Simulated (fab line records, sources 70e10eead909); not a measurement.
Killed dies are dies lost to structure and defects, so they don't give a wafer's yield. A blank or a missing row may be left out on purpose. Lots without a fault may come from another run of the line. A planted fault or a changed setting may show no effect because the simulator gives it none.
Which tool did it? | flow nand_harc | 20 lots, 60 wafers sampled, at 6 steps of a route of 1159

WHAT THE GAUGES READ, wafer by wafer
NHARC_A_M0_INSPECT_27. Usual: raw_defect_count 433, standard deviation 110.
lot  | measured     | on                | raw_defect_count | flag
L074 | day 18 01:13 | defect_inspect-02 | 501 374 405      |
L078 | day 18 02:46 | defect_inspect-02 | 326 566 354      |
L075 | day 18 03:25 | defect_inspect-02 | 641 556 460      |
L076 | day 18 06:14 | defect_inspect-02 | 407 356 319      |
L077 | day 18 22:44 | defect_inspect-02 | 604 458 599      |
L081 | day 19 04:10 | defect_inspect-02 | 488 518 500      |
L080 | day 19 12:15 | defect_inspect-02 | 620 524 650      |
L082 | day 20 07:28 | defect_inspect-02 | 325 301 223      |
L084 | day 20 09:58 | defect_inspect-02 | 335 504 402      |
L083 | day 20 10:26 | defect_inspect-02 | 450 430 309      |
L088 | day 21 12:55 | defect_inspect-02 | 384 459 418      |
L086 | day 21 21:50 | defect_inspect-02 | 376 342 391      |
L087 | day 21 22:17 | defect_inspect-01 | 356 466 372      |
L093 | day 22 06:04 | defect_inspect-01 | 310 351 351      |
L095 | day 22 13:34 | defect_inspect-01 | 315 321 288      |
L092 | day 22 23:20 | defect_inspect-02 | 522 352 659      |
L089 | day 22 23:47 | defect_inspect-02 | 448 511 410      |
L094 | day 23 02:40 | defect_inspect-02 | 344 580 407      |
L097 | day 23 08:03 | defect_inspect-02 | 505 477 432      |
L096 | day 23 08:20 | defect_inspect-01 | 620 455 379      |

WHICH TOOL RAN EACH LOT (tool, then ch and the chambers of the sampled wafers, then the start)
lot  | NHARC_A_CONTACT_ETCH_75            | NHARC_A_CONTACT_ETCH_78                       | NHARC_A_BLC_STRIP_29               | NHARC_A_M0_DESCUM_14               | NHARC_A_M0_CMP_23
L074 | rie_diel-11 ch 1,2, day 17 00:46   | rie_diel-11 ch 1,2,3, day 17 16:38 or earlier | rie_diel-02 ch 0,1,2, day 17 16:38 | rie_diel-08 ch 0,1,3, day 17 22:27 | cmp-03 ch 0,3, day 18 00:44
L078 | rie_diel-04 ch 0,1,2, day 17 01:31 | rie_diel-04 ch 0,1,2, day 17 21:12 or earlier | rie_diel-09 ch 0,3, day 17 21:12   | rie_diel-10 ch 0,3, day 18 00:13   | cmp-01 ch 1,2,3, day 18 02:21
L075 | rie_diel-03 ch 1,2,3, day 17 04:45 | rie_diel-03 ch 0,1,3, day 17 21:49 or earlier | rie_diel-09 ch 0,1,3, day 17 21:49 | rie_diel-10 ch 0,1, day 18 00:51   | cmp-03 ch 0,1, day 18 02:54
L076 | rie_diel-11 ch 0,1,3, day 17 11:35 | rie_diel-11 ch 0,1,3, day 18 00:37 or earlier | rie_diel-09 ch 0,2, day 18 00:37   | rie_diel-10 ch 0,1, day 18 03:42   | cmp-01 ch 0,2, day 18 05:47
L077 | rie_diel-04 ch 0,1,2, day 17 19:50 | rie_diel-04 ch 1,2, day 18 12:04 or earlier   | rie_diel-02 ch 0,2,3, day 18 12:04 | rie_diel-13 ch 0,2, day 18 20:08   | cmp-02 ch 1,2,3, day 18 22:16
L081 | rie_diel-11 ch 0,1,3, day 18 08:53 | rie_diel-11 ch 2,3, day 18 22:38 or earlier   | rie_diel-02 ch 0,3, day 18 22:38   | rie_diel-10 ch 0,1, day 19 01:41   | cmp-01 ch 0,1,3, day 19 03:43
L080 | rie_diel-04 ch 0,1,3, day 18 14:23 | rie_diel-04 ch 0,2,3, day 19 06:24 or earlier | rie_diel-02 ch 0,2,3, day 19 06:24 | rie_diel-10 ch 1,2,3, day 19 09:46 | cmp-03 ch 1,2,3, day 19 11:47
L082 | rie_diel-03 ch 0,2,3, day 19 01:28 | rie_diel-03 ch 0,3, day 19 18:56 or earlier   | rie_diel-05 ch 0,1,3, day 19 18:56 | rie_diel-08 ch 0,1,3, day 20 04:40 | cmp-01 ch 0,1,2, day 20 07:00
L084 | rie_diel-03 ch 0,1,3, day 19 03:56 | rie_diel-03 ch 1,2,3, day 20 04:01 or earlier | rie_diel-02 ch 1,3, day 20 04:01   | rie_diel-10 ch 0,1,3, day 20 07:29 | cmp-01 ch 0,3, day 20 09:29
L083 | rie_diel-03 ch 0,2, day 19 04:26   | rie_diel-03 ch 0,1, day 20 04:22 or earlier   | rie_diel-02 ch 0,1, day 20 04:22   | rie_diel-13 ch 1,2,3, day 20 07:55 | cmp-02 ch 0,2, day 20 10:00
L088 | rie_diel-11 ch 0,1,2, day 20 08:26 | rie_diel-11 ch 0,1, day 21 04:34 or earlier   | rie_diel-09 ch 0,3, day 21 04:34   | rie_diel-10 ch 1,2,3, day 21 10:26 | cmp-03 ch 0,1,3, day 21 12:31
L086 | rie_diel-03 ch 0,1,3, day 20 09:07 | rie_diel-03 ch 0,1,3, day 21 09:34 or earlier | rie_diel-09 ch 0,1,3, day 21 09:34 | rie_diel-13 ch 0,2,3, day 21 19:21 | cmp-01 ch 0,2,3, day 21 21:22
L087 | rie_diel-03 ch 0,1,2, day 20 14:55 | rie_diel-03 ch 0,1,2, day 21 10:11 or earlier | rie_diel-09 ch 0,1,2, day 21 10:11 | rie_diel-13 ch 1,2,3, day 21 19:48 | cmp-01 ch 0,1, day 21 21:50
L093 | rie_diel-03 ch 0,2,3, day 21 05:36 | rie_diel-03 ch 0,2,3, day 22 00:31 or earlier | rie_diel-09 ch 0,1,3, day 22 00:31 | rie_diel-08 ch 1,2,3, day 22 03:33 | cmp-01 ch 0,1,2, day 22 05:35
L095 | rie_diel-03 ch 0,2,3, day 21 16:10 | rie_diel-03 ch 0,2, day 22 08:04 or earlier   | rie_diel-09 ch 1,2, day 22 08:04   | rie_diel-10 ch 2,3, day 22 11:04   | cmp-03 ch 0,2, day 22 13:04
L092 | rie_diel-04 ch 0,1, day 21 21:58   | rie_diel-04 ch 0,2, day 22 14:01 or earlier   | rie_diel-02 ch 0,1,2, day 22 14:01 | rie_diel-10 ch 0,2,3, day 22 20:52 | cmp-02 ch 0,1,3, day 22 22:55
L089 | rie_diel-11 ch 0,2,3, day 21 23:21 | rie_diel-11 ch 0,1,3, day 22 16:37 or earlier | rie_diel-09 ch 0,1,3, day 22 16:37 | rie_diel-13 ch 1,2, day 22 21:16   | cmp-03 ch 1,2,3, day 22 23:18
L094 | rie_diel-03 ch 1,3, day 22 02:58   | rie_diel-03 ch 1,2,3, day 22 17:15 or earlier | rie_diel-09 ch 0,3, day 22 17:15   | rie_diel-08 ch 1,3, day 23 00:10   | cmp-03 ch 0,2,3, day 23 02:15
L097 | rie_diel-11 ch 1,2, day 22 07:32   | rie_diel-11 ch 0,1,3, day 23 01:32 or earlier | rie_diel-02 ch 0,3, day 23 01:32   | rie_diel-08 ch 0,1,3, day 23 04:47 | cmp-02 ch 0,1,2, day 23 07:38
L096 | rie_diel-04 ch 1,2, day 22 09:16   | rie_diel-04 ch 1,2,3, day 23 01:55 or earlier | rie_diel-02 ch 0,2, day 23 01:55   | rie_diel-13 ch 0,1,3, day 23 05:08 | cmp-03 ch 0,2, day 23 07:54
- NHARC_A_CONTACT_ETCH_75: etches the open film in CF4, target depth 39 nm, time 65 s.
- NHARC_A_CONTACT_ETCH_78: etches the open film in O2/COS, target depth 2800 nm, time 728 s.
- NHARC_A_BLC_STRIP_29: strips in CF4.
- NHARC_A_M0_DESCUM_14: chemistry O2, time 3 s.
- NHARC_A_M0_CMP_23: polishes, t overpolish 20 s, target thk 113.75 nm.

WHAT THE TOOLS THEMSELVES READ (means of the sampled wafers that have a number; where no wafer has one, the mark that the record gives instead)
NHARC_A_CONTACT_ETCH_75. Usual: chamber_pressure_mTorr 50.01 mTorr, standard deviation 0.05; drypump_motor_current_A 5.7 A, standard deviation 0.38; oes_product_au 1.001 a.u., standard deviation 0.0082; rf_vpp_V 151.5 V, standard deviation 1; showerhead_plenum_p_Torr 1.79 Torr, standard deviation 0.061; throttle_valve_pct 13.283 %, standard deviation 0.0097.
lot  | tool        | chamber_pressure_mTorr (mTorr) | drypump_motor_current_A (A) | oes_product_au (a.u.) | rf_vpp_V (V) | showerhead_plenum_p_Torr (Torr) | throttle_valve_pct (%) | flag
L074 | rie_diel-11 | 50.02                          | 5.8                         | 1.008                 | 152.4        | 1.85                            | 13.297                 |
L078 | rie_diel-04 | 50.02                          | 5.5                         | 0.999                 | 151.5        | 1.75                            | 13.286                 |
L075 | rie_diel-03 | 49.99                          | 5.7                         | 1.001                 | 152.7        | 1.84                            | 13.288                 |
L076 | rie_diel-11 | 50.01                          | 5.6                         | 1.005                 | 151.8        | 1.78                            | 13.287                 |
L077 | rie_diel-04 | 49.96                          | 5.5                         | 1.005                 | 150.5        | 1.75                            | 13.284                 |
L081 | rie_diel-11 | 50.00                          | 5.6                         | 0.997                 | 150.8        | 1.78                            | 13.283                 |
L080 | rie_diel-04 | 50.02                          | 5.7                         | 1.010                 | 151.8        | 1.76                            | 13.286                 |
L082 | rie_diel-03 | 49.95                          | 5.7                         | 0.983                 | 150.8        | 1.77                            | 13.286                 |
L084 | rie_diel-03 | 49.98                          | 5.8                         | 0.999                 | 151.3        | 1.79                            | 13.275                 |
L083 | rie_diel-03 | 50.01                          | 5.4                         | 0.989                 | 150.6        | 1.72                            | 13.272                 |
L088 | rie_diel-11 | 49.99                          | 5.6                         | 1.006                 | 151.3        | 1.80                            | 13.284                 |
L086 | rie_diel-03 | 50.02                          | 5.8                         | 1.004                 | 151.6        | 1.79                            | 13.283                 |
L087 | rie_diel-03 | 50.01                          | 5.4                         | 0.999                 | 151.7        | 1.79                            | 13.275                 |
L093 | rie_diel-03 | 49.99                          | 5.7                         | 0.996                 | 151.0        | 1.77                            | 13.288                 |
L095 | rie_diel-03 | 50.02                          | 5.7                         | 0.989                 | 151.5        | 1.77                            | 13.284                 |
L092 | rie_diel-04 | 49.98                          | 5.3                         | 1.009                 | 151.0        | 1.75                            | 13.284                 |
L089 | rie_diel-11 | 49.98                          | 5.7                         | 1.007                 | 151.5        | 1.80                            | 13.284                 |
L094 | rie_diel-03 | 50.04                          | 6.1                         | 1.001                 | 152.3        | 1.84                            | 13.274                 |
L097 | rie_diel-11 | 49.94                          | 5.8                         | 1.005                 | 152.2        | 1.84                            | 13.288                 |
L096 | rie_diel-04 | 49.93                          | 5.4                         | 0.995                 | 150.2        | 1.71                            | 13.285                 |

NHARC_A_CONTACT_ETCH_78. Usual: chamber_pressure_mTorr 20.001 mTorr, standard deviation 0.019; drypump_motor_current_A 5.7 A, standard deviation 0.37; o2_flow_sccm 400.0 sccm, standard deviation 1.1; oes_product_au 1.001 a.u., standard deviation 0.0074; rf_vpp_V 314.5 V, standard deviation 1.8; showerhead_plenum_p_Torr 3.14 Torr, standard deviation 0.12; throttle_valve_pct 28.329 %, standard deviation 0.0095.
lot  | tool        | chamber_pressure_mTorr (mTorr) | drypump_motor_current_A (A) | o2_flow_sccm (sccm) | oes_product_au (a.u.) | rf_vpp_V (V) | showerhead_plenum_p_Torr (Torr) | throttle_valve_pct (%) | flag
L074 | rie_diel-11 | 20.020                         | 5.8                         | 399.8               | 1.006                 | 316.0        | 3.22                            | 28.332                 |
L078 | rie_diel-04 | 20.002                         | 5.5                         | 400.0               | 0.997                 | 313.4        | 3.09                            | 28.333                 |
L075 | rie_diel-03 | 19.992                         | 5.8                         | 399.7               | 1.000                 | 315.0        | 3.16                            | 28.323                 |
L076 | rie_diel-11 | 20.000                         | 5.6                         | 399.9               | 1.001                 | 314.6        | 3.15                            | 28.322                 |
L077 | rie_diel-04 | 19.997                         | 5.4                         | 400.3               | 1.007                 | 312.8        | 3.04                            | 28.334                 |
L081 | rie_diel-11 | 19.991                         | 6.0                         | 400.2               | 1.014                 | 315.2        | 3.22                            | 28.328                 |
L080 | rie_diel-04 | 20.001                         | 5.9                         | 400.1               | 1.009                 | 313.4        | 3.10                            | 28.331                 |
L082 | rie_diel-03 | 20.003                         | 5.7                         | 399.2               | 0.999                 | 312.6        | 3.03                            | 28.326                 |
L084 | rie_diel-03 | 19.983                         | 5.8                         | 399.5               | 0.989                 | 315.4        | 3.25                            | 28.330                 |
L083 | rie_diel-03 | 19.989                         | 5.5                         | 400.8               | 0.998                 | 314.1        | 3.06                            | 28.334                 |
L088 | rie_diel-11 | 19.987                         | 5.3                         | 400.2               | 1.005                 | 315.4        | 3.11                            | 28.331                 |
L086 | rie_diel-03 | 19.980                         | 5.8                         | 399.8               | 1.000                 | 314.7        | 3.15                            | 28.332                 |
L087 | rie_diel-03 | 20.010                         | 5.5                         | 400.9               | 1.001                 | 314.7        | 3.16                            | 28.328                 |
L093 | rie_diel-03 | 20.017                         | 5.7                         | 399.6               | 0.996                 | 313.6        | 3.12                            | 28.332                 |
L095 | rie_diel-03 | 20.006                         | 5.4                         | 399.4               | 1.001                 | 312.9        | 3.03                            | 28.328                 |
L092 | rie_diel-04 | 19.993                         | 5.7                         | 399.0               | 1.002                 | 313.2        | 3.06                            | 28.335                 |
L089 | rie_diel-11 | 20.013                         | 5.6                         | 399.7               | 1.000                 | 314.0        | 3.13                            | 28.332                 |
L094 | rie_diel-03 | 19.994                         | 5.8                         | 399.4               | 1.000                 | 316.4        | 3.25                            | 28.324                 |
L097 | rie_diel-11 | 19.991                         | 5.6                         | 400.5               | 1.000                 | 315.1        | 3.13                            | 28.336                 |
L096 | rie_diel-04 | 20.009                         | 5.6                         | 401.1               | 1.004                 | 313.5        | 3.06                            | 28.324                 |

NHARC_A_BLC_STRIP_29. Usual: chamber_pressure_mTorr 49.99 mTorr, standard deviation 0.043; drypump_motor_current_A 5.6 A, standard deviation 0.38; oes_product_au 1.001 a.u., standard deviation 0.0089; rf_vpp_V 59.4 V, standard deviation 0.88; showerhead_plenum_p_Torr 1.75 Torr, standard deviation 0.077; throttle_valve_pct 13.284 %, standard deviation 0.0083.
lot  | tool        | chamber_pressure_mTorr (mTorr) | drypump_motor_current_A (A) | oes_product_au (a.u.) | rf_vpp_V (V) | showerhead_plenum_p_Torr (Torr) | throttle_valve_pct (%) | flag
L074 | rie_diel-02 | 50.01                          | 5.4                         | 1.004                 | 58.9         | 1.69                            | 13.287                 |
L078 | rie_diel-09 | 49.97                          | 5.9                         | 0.993                 | 59.7         | 1.75                            | 13.284                 |
L075 | rie_diel-09 | 49.99                          | 5.6                         | 0.993                 | 59.2         | 1.80                            | 13.281                 |
L076 | rie_diel-09 | 50.00                          | 5.7                         | 0.991                 | 59.1         | 1.73                            | 13.285                 |
L077 | rie_diel-02 | 49.98                          | 5.5                         | 0.999                 | 58.6         | 1.69                            | 13.284                 |
L081 | rie_diel-02 | 49.95                          | 5.7                         | 1.011                 | 58.6         | 1.71                            | 13.290                 |
L080 | rie_diel-02 | 49.98                          | 5.4                         | 0.997                 | 59.1         | 1.69                            | 13.278                 |
L082 | rie_diel-05 | 50.02                          | 6.1                         | 1.000                 | 59.5         | 1.75                            | 13.283                 |
L084 | rie_diel-02 | 50.01                          | 5.9                         | 1.006                 | 58.7         | 1.72                            | 13.275                 |
L083 | rie_diel-02 | 49.99                          | 5.6                         | 0.996                 | 57.6         | 1.72                            | 13.274                 |
L088 | rie_diel-09 | 49.95                          | 5.9                         | 1.005                 | 59.5         | 1.75                            | 13.278                 |
L086 | rie_diel-09 | 50.00                          | 5.6                         | 0.989                 | 59.9         | 1.80                            | 13.293                 |
L087 | rie_diel-09 | 49.97                          | 5.5                         | 0.995                 | 59.7         | 1.76                            | 13.287                 |
L093 | rie_diel-09 | 50.02                          | 5.6                         | 1.010                 | 60.3         | 1.80                            | 13.287                 |
L095 | rie_diel-09 | 49.97                          | 5.2                         | 0.992                 | 58.4         | 1.81                            | 13.288                 |
L092 | rie_diel-02 | 50.01                          | 5.4                         | 1.011                 | 59.3         | 1.69                            | 13.286                 |
L089 | rie_diel-09 | 50.03                          | 5.6                         | 1.002                 | 59.4         | 1.80                            | 13.280                 |
L094 | rie_diel-09 | 49.99                          | 6.0                         | 1.001                 | 60.0         | 1.82                            | 13.276                 |
L097 | rie_diel-02 | 50.01                          | 5.4                         | 1.007                 | 59.0         | 1.70                            | 13.278                 |
L096 | rie_diel-02 | 50.03                          | 5.3                         | 1.005                 | 59.3         | 1.66                            | 13.280                 |

NHARC_A_M0_DESCUM_14. Usual: chamber_pressure_mTorr 59.99 mTorr, standard deviation 0.057; drypump_motor_current_A 5.7 A, standard deviation 0.51; o2_flow_sccm 200.0 sccm, standard deviation 0.59; oes_product_au 1.002 a.u., standard deviation 0.0073; rf_vpp_V 57.8 V, standard deviation 0.89; showerhead_plenum_p_Torr 1.92 Torr, standard deviation 0.075; throttle_valve_pct 11.310 %, standard deviation 0.0086.
lot  | tool        | chamber_pressure_mTorr (mTorr) | drypump_motor_current_A (A) | o2_flow_sccm (sccm) | oes_product_au (a.u.) | rf_vpp_V (V) | showerhead_plenum_p_Torr (Torr) | throttle_valve_pct (%) | flag
L074 | rie_diel-08 | 60.02                          | 5.5                         | 200.7               | 0.994                 | 57.7         | 1.89                            | 11.312                 |
L078 | rie_diel-10 | 60.01                          | 5.0                         | 200.4               | 1.007                 | 58.2         | 1.98                            | 11.314                 |
L075 | rie_diel-10 | 59.93                          | 5.2                         | 200.2               | 1.002                 | 57.3         | 1.95                            | 11.305                 |
L076 | rie_diel-10 | 59.97                          | 5.2                         | 200.4               | 1.000                 | 58.0         | 1.95                            | 11.314                 |
L077 | rie_diel-13 | 60.00                          | 6.1                         | 199.7               | 0.999                 | 57.5         | 2.00                            | 11.307                 |
L081 | rie_diel-10 | 60.02                          | 5.2                         | 200.2               | 1.002                 | 57.4         | 1.95                            | 11.313                 |
L080 | rie_diel-10 | 59.94                          | 5.7                         | 199.3               | 1.002                 | 57.6         | 1.91                            | 11.304                 |
L082 | rie_diel-08 | 59.94                          | 5.5                         | 199.7               | 0.995                 | 58.0         | 1.89                            | 11.326                 |
L084 | rie_diel-10 | 60.00                          | 5.2                         | 200.2               | 1.006                 | 57.5         | 1.92                            | 11.306                 |
L083 | rie_diel-13 | 60.03                          | 6.2                         | 199.6               | 0.999                 | 58.0         | 1.86                            | 11.307                 |
L088 | rie_diel-10 | 59.98                          | 5.7                         | 199.8               | 1.009                 | 58.3         | 1.91                            | 11.313                 |
L086 | rie_diel-13 | 59.99                          | 6.1                         | 200.1               | 1.005                 | 58.1         | 1.92                            | 11.312                 |
L087 | rie_diel-13 | 59.96                          | 6.1                         | 199.9               | 1.008                 | 58.1         | 1.86                            | 11.315                 |
L093 | rie_diel-08 | 60.00                          | 5.6                         | 200.3               | 0.999                 | 57.7         | 1.88                            | 11.311                 |
L095 | rie_diel-10 | 60.02                          | 5.9                         | 200.0               | 1.005                 | 58.3         | 1.96                            | 11.310                 |
L092 | rie_diel-10 | 59.99                          | 5.4                         | 200.5               | 0.989                 | 57.4         | 1.96                            | 11.309                 |
L089 | rie_diel-13 | 59.98                          | 6.4                         | 199.8               | 1.000                 | 57.1         | 1.90                            | 11.308                 |
L094 | rie_diel-08 | 59.94                          | 5.4                         | 200.1               | 1.001                 | 57.3         | 1.84                            | 11.313                 |
L097 | rie_diel-08 | 60.03                          | 5.5                         | 199.6               | 0.998                 | 56.9         | 1.89                            | 11.313                 |
L096 | rie_diel-13 | 60.05                          | 5.9                         | 199.6               | 1.001                 | 57.8         | 1.90                            | 11.306                 |

NHARC_A_M0_CMP_23. Usual: motor_current_A 12.5 A, standard deviation 1.3; pad_life_wafers 324, standard deviation 130; retaining_ring_pressure_frac 1.000, standard deviation 0.0055; time_to_endpoint_s 29.0 s, standard deviation 1.8.
lot  | tool   | motor_current_A (A) | pad_life_wafers | retaining_ring_pressure_frac | time_to_endpoint_s (s) | flag
L074 | cmp-03 | 13.4                | 252             | 0.999                        | 28.6                   |
L078 | cmp-01 | 12.0                | 189             | 1.000                        | 26.5                   |
L075 | cmp-03 | 13.0                | 276             | 1.000                        | 31.7                   |
L076 | cmp-01 | 10.9                | 206             | 1.001                        | 27.2                   |
L077 | cmp-02 | 13.1                | 458             | 0.997                        | 30.3                   |
L081 | cmp-01 | 11.5                | 392             | 1.002                        | 27.0                   |
L080 | cmp-03 | 13.0                | 530             | 0.997                        | 28.9                   |
L082 | cmp-01 | 11.6                | 470             | 0.994                        | 29.0                   |
L084 | cmp-01 | 11.1                | 474             | 1.003                        | 27.6                   |
L083 | cmp-02 | 13.2                | 104             | 0.994                        | 29.4                   |
L088 | cmp-03 | 13.7                | 165             | 1.006                        | 29.2                   |
L086 | cmp-01 | 11.2                | 158             | 1.003                        | 29.1                   |
L087 | cmp-01 | 12.8                | 163             | 1.002                        | 29.3                   |
L093 | cmp-01 | 11.4                | 211             | 1.000                        | 28.0                   |
L095 | cmp-03 | 12.4                | 277             | 1.000                        | 29.1                   |
L092 | cmp-02 | 13.4                | 452             | 1.000                        | 31.1                   |
L089 | cmp-03 | 13.3                | 343             | 1.000                        | 30.8                   |
L094 | cmp-03 | 13.0                | 362             | 0.994                        | 30.2                   |
L097 | cmp-02 | 13.7                | 512             | 1.003                        | 28.2                   |
L096 | cmp-03 | 12.2                | 392             | 1.009                        | 29.9                   |

THE ANSWER, worked out from the rows above alone
Rule: a lot is off if the mean of its wafers that have a number lies more than 3 standard deviations from the usual mean. A lot without any number at a reading at which 4 lots or more have one is off too. The other lots that the step has rows for count as sound. The gauges are gone through in route order, then the tools' own readings, and for those a lot's mean is taken as printed above. The first step at which some lot is off is used, and at that step the reading that is off furthest; a lot without a number counts as furthest.
No lot is off at any reading shown: from this, nothing can be told.

WHAT THE SIMULATOR HAD PUT IN
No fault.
